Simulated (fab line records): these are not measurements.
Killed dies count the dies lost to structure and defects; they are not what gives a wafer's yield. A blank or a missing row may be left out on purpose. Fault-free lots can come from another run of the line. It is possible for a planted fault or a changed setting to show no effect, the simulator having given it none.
fab line records	flow n5_finfet
record lots=3	wafers=9	last_day=18
route steps=1938 shown BEOL_M4@1099 BEOL_M5@1112 PASSIVATION@1936
lots untouched by any fault: they come from a run of this same line in which no faults occurred
start_h: hours from the record's first day to the start of the lot's first wafer shown	wait_h: hours from the lot's prior step to this one	" repeats the value in the row above	L1.1+2: a single row standing in for several wafers	- no value present, or no start provided	* or withheld: withheld	< > ~ a bound
route shown NAME@n: names a module that has steps shown in the file, with the first one's number in the route	usual: mean/standard deviation taken from wafers without a fault	same: alike in all rows	chamber/n: place in a boat	sites: readings site by site	_std_site: how widely they spread, as a standard deviation	_edge_site: the outer-site mean with the inner-site mean subtracted	radius_mm: for every site, how far away it sits from the centre of the wafer	mask NAME#n: copy n	behind: the tool/chamber that last shaped the wafer	hold: what put the lot on hold/how long, in hours/how the hold closed	device: transistor that didn't switch, given as n, p or np	end of line: tests run on the same wafers once the route is complete	a step with no rows: only its recipe	killed: dies that structure and defects cost at the first sort, which is not the same as the wafer's yield	map: the dies of a wafer, with x for killed, . for not killed, _ for no die there
set.NAME: the setting the step ran with; set.NAME@STEP: the setting that earlier step ran with	model.NAME: the simulator's own value behind a step, which no gauge read
certain route steps with their lots: each step a table, each wafer a row
services: from which hour (start_h, from the record's first day; less than 0 if before it) a tool's chamber was out of use, for how many hours, and why
## steps
# step N5_BEOL_M4_ANNEAL_95
# recipe temp_c=400	time_s=240	ambient=vacuum
# step N5_BEOL_M4_SPUTTER_96
# recipe material=Cu	target_thk_a=45	temp_c=-20	chamber_pressure_pa=0.07	power_w=withheld	time_s=8.29
# step N5_BEOL_M4_ECD_50
# recipe material=Cu	target_thk_a=3000
# step N5_BEOL_M4_ANNEAL_51
# recipe temp_c=225	time_s=90	ambient=N2
# step N5_BEOL_M4_CMP_52
# recipe stop_on=SiOC	t_overpolish_s=6.8	down_force_psi=1	platen_rpm=50	clearing_platen_down_force_psi=1.5	clearing_platen_rpm=50	post_cmp_clean=cu_alkaline	target_thk_nm=40	clearing_platen_pad_velocity_m_s=0.99484	pad_velocity_m_s=0.99484
# step N5_BEOL_M4_PRE_CLEAN_60
# recipe gas=NH3/H2	time_s=15	temp_c=*	rf_power_w=300
# step N5_BEOL_M4_CO_CAP_55
# recipe material=Co	target_thk_a=20	temp_c=200	precursor=CCTBA/H2	pressure_torr=30	time_s=102.1
# step N5_BEOL_M4_PRE_CLEAN_56
# recipe gas=NH3	time_s=15	temp_c=withheld	rf_power_w=300
# step N5_BEOL_M4_DEP_57
# recipe material=SiCN	target_thk_a=80	temp_c=withheld	precursor=3MS/NH3	pressure_torr=3	rf_w=202	time_s=14
# step N5_BEOL_M4_RC_MEAS_101
# usual DIBL_N=36.8/1.9	DIBL_P=36.5/2.1	IOFF_N=0.17/0.038	IOFF_P=0.22/0.039	ION_N=675/12	ION_P=463/7.4	SS_N=71.6/0.71	SS_P=73.4/0.72	VT_N=249/3.3	VT_P=-250/3.3
lot.wafer	tool	chamber	start_h	wait_h	DIBL_N[mV/V]	DIBL_P[mV/V]	IOFF_N[nA/um]	IOFF_P[nA/um]	ION_N[uA/um]	ION_P[uA/um]	SS_N[mV/dec]	SS_P[mV/dec]	VT_N[mV]	VT_P[mV]
L863.1	prober-02	0	194.75	0.0	37.4	37.4	0.18	0.26	677	465	71.4	73.9	246	-246
L863.2	"	0	"	"	35.9	36.1	0.14	0.22	671	466	71.0	73.4	252	-248
L863.6	"	0	"	"	37.5	37.3	0.17	0.25	679	466	71.7	73.8	248	-249
L868.1	prober-02	0	231.14	0.0	38.4	38.8	0.20	0.25	672	460	72.8	74.0	249	-247
L868.2	"	0	"	"	40.6	41.8	0.26	0.31	689	468	73.0	75.0	245	-243
L868.3	"	0	"	"	38.9	40.3	0.23	0.31	686	473	72.5	74.5	245	-246
L880.3	prober-02	0	333.44	0.3	39.0	38.1	0.21	0.23	686	467	72.6	73.8	246	-249
L880.5	"	0	"	"	39.8	39.1	0.25	0.25	690	468	71.9	73.6	243	-246
L880.6	"	0	"	"	38.5	38.0	0.21	0.24	699	473	71.6	72.8	245	-247
# step N5_BEOL_M5_ILD_DEP_00
# recipe material=SiCOH_lowk	target_thk_a=1406.4	temp_c=300	precursor=DEMS/porogen	pressure_torr=5	rf_w=500	time_s=25.9
# step N5_BEOL_M5_CURE_79
# recipe temp_c=385	time_s=240	ambient=He/Ar	material=SiCOH_lowk
# step N5_BEOL_M5_PECVD_70
# recipe material=SiO2	target_thk_a=160	temp_c=400	precursor=TEOS/O2	pressure_torr=5.5	rf_w=450	teos_flow_sccm=53.8	gas=O2	flow_sccm=3000	time_s=18
# step N5_BEOL_M5_HM_DEP_02
# recipe material=TiN	target_thk_a=200	temp_c=25	chamber_pressure_pa=0.49996
# step N5_BEOL_M5_COAT_59
# recipe resist=SOC	temp_c=250	time_s=60	spin_rpm=1500	resist_thk_nm=60
# step N5_BEOL_M5_COAT_60
# recipe resist=SiARC	temp_c=220	time_s=60	spin_rpm=1500	resist_thk_nm=12
# step N5_BEOL_M5_COAT_71
# recipe resist=underlayer	temp_c=205	time_s=60	spin_rpm=1500	resist_thk_nm=5
# step N5_BEOL_M5_COAT_05
# recipe resist=CAR-EUV	spin_rpm=1500	resist_thk_nm=30
# step N5_BEOL_M5_EBR_07
# recipe solvent=PGMEA	ebr_width_mm=1.5
# step N5_BEOL_M5_SOFTBAKE_06
# recipe temp_c=110	time_s=60	resist=CAR-EUV
# step N5_BEOL_M5_EXPOSE_08
# recipe mask_id=M5	na=0.33	source_shape=annular	sigma_inner=0.4	sigma_outer=0.8	polarization=unpolarized	target_cd_nm=28	dose_mj=35.75
# step N5_BEOL_M5_PEB_09
# recipe peb_temp_c=100	peb_time_s=60	resist=CAR-EUV
# step N5_BEOL_M5_DEVELOP_10
# recipe develop_time_s=30	developer=TMAH	resist=CAR-EUV	rinse_liquid=surfactant_rinse	dry=air_spin	dev_temp_c=23
# step N5_BEOL_M5_DESCUM_16
# recipe chemistry=O2	time_s=7	source_power_w=50	bias_power_w=20	pressure_mtorr=20	rf_frequency_hz=2.712e+07	temp_c=40	resist=CAR-EUV	o2_flow_sccm=225
# step N5_BEOL_M5_ETCH_72
# recipe chemistry=N2/H2	target=underlayer	target_depth_a=65	mask_material=CAR-EUV	time_s=5.2	ion_energy_ev=200	pressure_mtorr=30	source_w=840	bias_w=150	n2_flow_sccm=200	h2_flow_sccm=200	ends=cleared
# step N5_BEOL_M5_ETCH_61
# recipe chemistry=CF4	target=SiARC	target_depth_a=156	mask_material=CAR-EUV	time_s=26	ion_energy_ev=80	pressure_mtorr=40	source_w=545	bias_w=36	Ar_flow_sccm=100	cf4_flow_sccm=100	ends=cleared
# step N5_BEOL_M5_ETCH_62
# recipe chemistry=N2/H2	target=SOC	target_depth_a=750	overetch_a=150	mask_material=SiARC	temp_c=40	time_s=112.5	ion_energy_ev=200	pressure_mtorr=30	source_w=840	bias_w=150	n2_flow_sccm=200	h2_flow_sccm=200
# step N5_BEOL_M5_STRIP_63
# recipe chemistry=N2/H2	temp_c=40	n2_flow_sccm=200	h2_flow_sccm=200	rf_frequency_hz=6e+07
# step N5_BEOL_M5_STRIP_73
# recipe chemistry=N2/H2	temp_c=40	n2_flow_sccm=200	h2_flow_sccm=200	rf_frequency_hz=6e+07
# step N5_BEOL_M5_STRIP_64
# recipe chemistry=CF4	resist=SiARC	power_w=300	bias_power_w=75	pressure_mtorr=50	cf4_flow_sccm=150	rf_frequency_hz=6e+07
# step N5_BEOL_M5_HM_OPEN_17
# recipe chemistry=Cl2/BCl3	target_depth_a=200	overetch_a=60	target=TiN	mask_material=SOC	ion_energy_ev=150	pressure_mtorr=10	icp_w=1000	bias_w=126	Cl2_flow_sccm=53.25	bcl3_flow_sccm=21.75	Ar_flow_sccm=25
# step N5_BEOL_M5_STRIP_19
# recipe chemistry=O2	power_w=400	temp_c=40	pressure_mtorr=30	rf_frequency_hz=6e+07	bias_power_w=0	overash_fraction=0.2	o2_flow_sccm=225
# step N5_BEOL_M5_COAT_65
# recipe resist=SOC	temp_c=250	time_s=60	spin_rpm=1500	resist_thk_nm=60
# step N5_BEOL_M5_COAT_66
# recipe resist=SiARC	temp_c=220	time_s=60	spin_rpm=1500	resist_thk_nm=12
# step N5_BEOL_M5_VIA_ETCH_34
# recipe chemistry=C4F6/O2	target=SiCOH_lowk	target_depth_a=883	mask_material=SOC	taper_deg=4	time_s=39.2	ion_energy_ev=250	pressure_mtorr=30	source_w=345	bias_w=185	Ar_flow_sccm=300	C4F6_flow_sccm=10	O2_flow_sccm=10
# usual chamber_pressure_mTorr=30.004/0.03	drypump_motor_current_A=6.1/0.48	oes_ar_750_au=0.76/0.087	oes_product_au=0.76/0.094	rf_vpp_V=669/12	showerhead_plenum_p_Torr=2.83/0.096	throttle_valve_pct=20.91/0.26
lot.wafer	tool	chamber	start_h	wait_h	chamber_pressure_mTorr	drypump_motor_current_A	oes_ar_750_au	oes_product_au	rf_hours_counter_h	rf_vpp_V	showerhead_plenum_p_Torr	throttle_valve_pct	model.etch.depth_nm	model.SOC_of_BEOL_M5_COAT_65.thk_nm
L863.1	rie_diel-05	2	201.16	0.0	29.966	6.7	0.70	0.69	235	650	2.81	20.85	87.06	55.8
L863.2	"	3	"	"	30.016	5.2	0.74	0.73	199	658	2.85	21.05	87.81	55.8
L863.6	"	1	"	"	30.008	5.7	0.71	0.69	-	672	2.73	21.23	84.15	56
L868.1	rie_diel-06	2	241.42	0.0	30.000	6.7	0.70	0.70	235	672	2.71	21.16	88.06	55.8
L868.2	"	0	"	"	29.975	6.5	0.86	0.87	50	671	2.91	20.70	90.25	55.6
L868.3	"	3	"	"	30.069	5.6	0.72	0.72	185	686	2.95	21.12	89.96	56
L880.3	rie_diel-05	1	338.46	0.0	29.989	5.7	0.68	0.52	250	669	2.71	21.23	53.71	57.6
L880.5	"	1	"	"	30.008	5.7	0.68	0.52	-	671	2.71	21.22	53.99	57.6
L880.6	"	2	"	"	30.048	6.8	0.89	0.90	-	650	2.80	20.51	88.04	56
# step N5_PASSIVATION_PROBE_49
# usual defect_limited_yield=91.3/1.4	killed_at_M0_to_M3=33/11	killed_at_M4_up=15/6.2	killed_at_contacts=13/6.5	killed_at_front_end=38/11	killed_at_other=3.4/2.6	killed_dies=102/17	killed_on_rim=13/4.1	killed_open=67/12	killed_short=34/7.9	sort_bin_5_function=5.1/0.88	sort_bin_6_memory=3.3/0.65	sort_n_pass=1078/17	sort_yield_pct=91.3/1.4
# same gross_dies=1180	killed_at_back_side=0	sort_bin_4_leakage[%]=0	sort_bin_8_speed[%]=0
lot.wafer	tool	chamber	start_h	wait_h	defect_limited_yield[%]	killed_at_M0_to_M3	killed_at_M4_up	killed_at_contacts	killed_at_front_end	killed_at_other	killed_dies	killed_on_rim	killed_open	killed_short	sort_bin_5_function[%]	sort_bin_6_memory[%]	sort_n_pass	sort_yield_pct[%]
L863.1	prober-02	-	315.73	0.0	93.0	24	13	10	29	7	83	11	53	29	3.7	3.1	1097	93.0
L863.2	prober-02	-	315.78	0.1	91.9	33	15	14	30	3	95	13	72	23	4.7	3.1	1085	91.9
L863.6	prober-02	-	315.98	0.3	92.3	26	11	12	39	3	91	12	62	28	3.2	4.1	1089	92.3
L868.1	prober-01	-	338.93	0.4	91.6	43	11	9	32	4	99	13	67	31	5.5	2.7	1081	91.6
L868.2	prober-01	-	338.98	0.4	93.6	42	8	7	18	1	76	9	58	18	4.6	1.7	1104	93.6
L868.3	prober-01	-	339.03	0.5	91.1	31	12	14	39	9	105	14	62	41	4.6	3.8	1075	91.1
L880.3	prober-02	-	435.94	0.1	0.2	37	1076	9	54	2	1178	152	84	29	95.8	3.6	2	0.2
L880.5	prober-02	-	436.04	0.2	0.1	63	1046	21	47	2	1179	152	107	36	95.0	4.6	1	0.1
L880.6	prober-02	-	436.09	0.3	90.6	39	17	14	36	5	111	14	79	29	6.3	2.8	1069	90.6
# killed by level:class
L863.1 FIN_SAQP:geometric_particle:open=9 FIN_SAQP:geometric_particle:short=8 BEOL_M0_SAQP:geometric_particle:open=7 MOL_CONTACT_COAG:geometric_particle:open=6 BEOL_M0_SAQP:geometric_particle:short=6 GATE_CUT:geometric_particle:short=5 BEOL_M0:geometric_particle:open=4 BEOL_M4:geometric_particle:open=4
L863.2 BEOL_M0_SAQP:geometric_particle:open=14 FIN_SAQP:geometric_particle:open=11 BEOL_M3:geometric_particle:open=11 MOL_CONTACT_COAG:geometric_particle:open=10 FIN_SAQP:geometric_particle:short=6 BEOL_M0_SAQP:geometric_particle:short=5 BEOL_M4:geometric_particle:open=5 MOL_CONTACT_COAG:geometric_particle:short=4
L863.6 FIN_SAQP:geometric_particle:open=16 MOL_CONTACT_COAG:geometric_particle:open=10 BEOL_M0_SAQP:geometric_particle:short=8 FIN_SAQP:geometric_particle:short=7 BEOL_M0_SAQP:geometric_particle:open=7 BEOL_M3:geometric_particle:open=5 STI_FIN_REVEAL:geometric_particle:open=3 GATE_CUT:geometric_particle:short=3
L868.1 FIN_SAQP:geometric_particle:open=12 BEOL_M2:geometric_particle:open=12 MOL_CONTACT_COAG:geometric_particle:open=9 BEOL_M1:geometric_particle:open=9 BEOL_M0_SAQP:geometric_particle:short=8 STARTING-WAFER:geometric_particle:open=5 BEOL_M2:geometric_particle:short=4 BEOL_M3:geometric_particle:open=4
L868.2 BEOL_M1:geometric_particle:open=15 BEOL_M2:geometric_particle:open=7 MOL_CONTACT_COAG:geometric_particle:open=7 BEOL_M0_SAQP:geometric_particle:short=5 FIN_SAQP:geometric_particle:open=4 BEOL_M0_SAQP:geometric_particle:open=4 BEOL_M3:geometric_particle:open=4 STI_FIN_REVEAL:geometric_particle:open=3
L868.3 MOL_CONTACT_COAG:geometric_particle:open=12 BEOL_M1:geometric_particle:open=12 FIN_SAQP:geometric_particle:open=7 FIN_SAQP:geometric_particle:short=5 DUMMY_GATE:geometric_particle:open=5 BEOL_M0_SAQP:geometric_particle:short=5 BEOL_M2:geometric_particle:open=5 STARTING-WAFER:geometric_particle:short=5
L880.3 BEOL_M5:area_etch=1063 FIN_SAQP:geometric_particle:open=20 BEOL_M3:geometric_particle:open=17 STI_FIN_REVEAL:geometric_particle:open=9 BEOL_M2:geometric_particle:open=8 FIN_SAQP:geometric_particle:short=6 MOL_CONTACT_COAG:geometric_particle:open=6 BEOL_M1:geometric_particle:open=5
L880.5 BEOL_M5:area_etch=1035 MOL_CONTACT_COAG:geometric_particle:open=17 BEOL_M2:geometric_particle:open=16 FIN_SAQP:geometric_particle:open=15 BEOL_M1:geometric_particle:open=10 BEOL_M0_SAQP:geometric_particle:open=10 BEOL_M0_SAQP:geometric_particle:short=9 BEOL_M3:geometric_particle:open=9
L880.6 FIN_SAQP:geometric_particle:open=10 MOL_CONTACT_COAG:geometric_particle:open=10 BEOL_M3:geometric_particle:open=9 BEOL_M2:geometric_particle:open=7 BEOL_M0:geometric_particle:open=6 STI_FIN_REVEAL:geometric_particle:open=5 DUMMY_GATE:geometric_particle:open=5 BEOL_M1:geometric_particle:open=5
# map L880.5 (x killed, . not)
_________________xxxxxxxxxxxx________________
______________xxxxxxxxxxxxxxxxxx_____________
___________xxxxxxxxxxxxxxxxxxxxxxxx__________
__________xxxxxxxxxxxxxxxxxxxxxxxxxx_________
________xxxxxxxxxxxxxxxxxxxxxxxxxxxxxx_______
_______xxxxxxxxxxxxxxxxxxxxxxxxxxxxxxxx______
______xxxxxxxxxxxxxxxxxxxxxxxxxxxxxxxxxx_____
_____xxxxxxxxxxxxxxxxxxxxxxxxxxxxxxxxxxxx____
____xxxxxxxxxxxxxxxxxxxxxxxxxxxxxxxxxxxxxx___
___xxxxxxxxxxxxxxxxxxxxxxxxxxxxxxxxxxxxxxxx__
___xxxxxxxxxxxxxxx.xxxxxxxxxxxxxxxxxxxxxxxx__
__xxxxxxxxxxxxxxxxxxxxxxxxxxxxxxxxxxxxxxxxxx_
__xxxxxxxxxxxxxxxxxxxxxxxxxxxxxxxxxxxxxxxxxx_
_xxxxxxxxxxxxxxxxxxxxxxxxxxxxxxxxxxxxxxxxxxxx
_xxxxxxxxxxxxxxxxxxxxxxxxxxxxxxxxxxxxxxxxxxxx
_xxxxxxxxxxxxxxxxxxxxxxxxxxxxxxxxxxxxxxxxxxxx
_xxxxxxxxxxxxxxxxxxxxxxxxxxxxxxxxxxxxxxxxxxxx
_xxxxxxxxxxxxxxxxxxxxxxxxxxxxxxxxxxxxxxxxxxxx
_xxxxxxxxxxxxxxxxxxxxxxxxxxxxxxxxxxxxxxxxxxxx
_xxxxxxxxxxxxxxxxxxxxxxxxxxxxxxxxxxxxxxxxxxxx
_xxxxxxxxxxxxxxxxxxxxxxxxxxxxxxxxxxxxxxxxxxxx
__xxxxxxxxxxxxxxxxxxxxxxxxxxxxxxxxxxxxxxxxxx_
__xxxxxxxxxxxxxxxxxxxxxxxxxxxxxxxxxxxxxxxxxx_
___xxxxxxxxxxxxxxxxxxxxxxxxxxxxxxxxxxxxxxxx__
___xxxxxxxxxxxxxxxxxxxxxxxxxxxxxxxxxxxxxxxx__
____xxxxxxxxxxxxxxxxxxxxxxxxxxxxxxxxxxxxxx___
_____xxxxxxxxxxxxxxxxxxxxxxxxxxxxxxxxxxxx____
______xxxxxxxxxxxxxxxxxxxxxxxxxxxxxxxxxx_____
_______xxxxxxxxxxxxxxxxxxxxxxxxxxxxxxxx______
________xxxxxxxxxxxxxxxxxxxxxxxxxxxxxx_______
__________xxxxxxxxxxxxxxxxxxxxxxxxxx_________
___________xxxxxxxxxxxxxxxxxxxxxxxx__________
______________xxxxxxxxxxxxxxxxxx_____________
_________________xxxxxxxxxxxx________________
# map L863.2 (x killed, . not)
_________________....x.......________________
______________............x....._____________
___________x................x.....x__________
__________.............x.x...xx....._________
________...........x.xx..............._______
_______.......x.x.........x....x...x...______
______.....................x.x.....x..x._____
_____....................................____
____...........x............x.............___
___............................x...........__
___...x....x......x........................__
__.x....x.....................x...........x._
__...........................x.............._
_x....................................x......
_...x..............x........................x
_............x.....x.........x..x..........x.
_....x..........x............x........x......
_........x.....x..........................xx.
_..............x....................x......x.
_.......x...............x.x.x...x.........x..
_.........................xx.................
__.x........x........................x......_
__......................x.......x........x.._
___.............x..x.................xx....__
___..x.............xx.........x.......x....__
____...........x....x.....x...........x...___
_____................................x...____
______.....x..x...............x.x.....x._____
_______............................x...______
________.............................._______
__________........................x._________
___________...x..x.x.....x....x....__________
______________..x.............x._____________
_________________............________________
## services
tool	chamber	start_h	hours	kind
rie_diel-05	1	198.10	1.3	repair
rie_diel-06	3	216.58	5.0	repair
rie_diel-06	1	240.99	8.6	repair
rie_diel-05	2	250.56	-	clean
rie_diel-05	2	250.56	-	consumable_replace:focus_ring
rie_diel-05	2	250.56	17.4	scheduled_down
rie_diel-05	2	250.56	17.4	vent_cycle
rie_diel-06	2	304.96	-	clean
rie_diel-06	2	304.96	-	consumable_replace:focus_ring
rie_diel-06	2	304.96	-	consumable_replace:showerhead
rie_diel-06	2	304.96	12.3	scheduled_down
rie_diel-06	2	304.96	12.3	vent_cycle
rie_diel-06	1	319.92	6.7	repair
## key
first_sign step=N5_PASSIVATION_PROBE_49	reading=killed_at_M4_up	direction=up	sigmas=99+	usual=15	struck=1061
effect step=N5_PASSIVATION_PROBE_49	reading=sort_bin_5_function	direction=up	sigmas=99+	usual=5.1	struck=95.4
model_effect step=N5_BEOL_M5_VIA_ETCH_34	value=etch.depth_nm	without=83.58	struck=53.85
more_kills_born_at N5_BEOL_M5_VIA_ETCH_34@rie_diel-05=2098
met_at N5_BEOL_M5_VIA_ETCH_34
struck_wafers L880.3,L880.5
later_rows_left_out L880.3,L880.5
onset_between 201.16 338.46
fault kind=process_parameter_drift	tool=rie_diel-05	chamber=1	onset_h=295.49	steps=N5_BEOL_M5_VIA_ETCH_34	channel=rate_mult	offset=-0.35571	shape=step	end_h=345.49
# later_rows_left_out: the simulator's readings of these wafers behind a module that went badly wrong aren't trusted and aren't shown, but for the sort
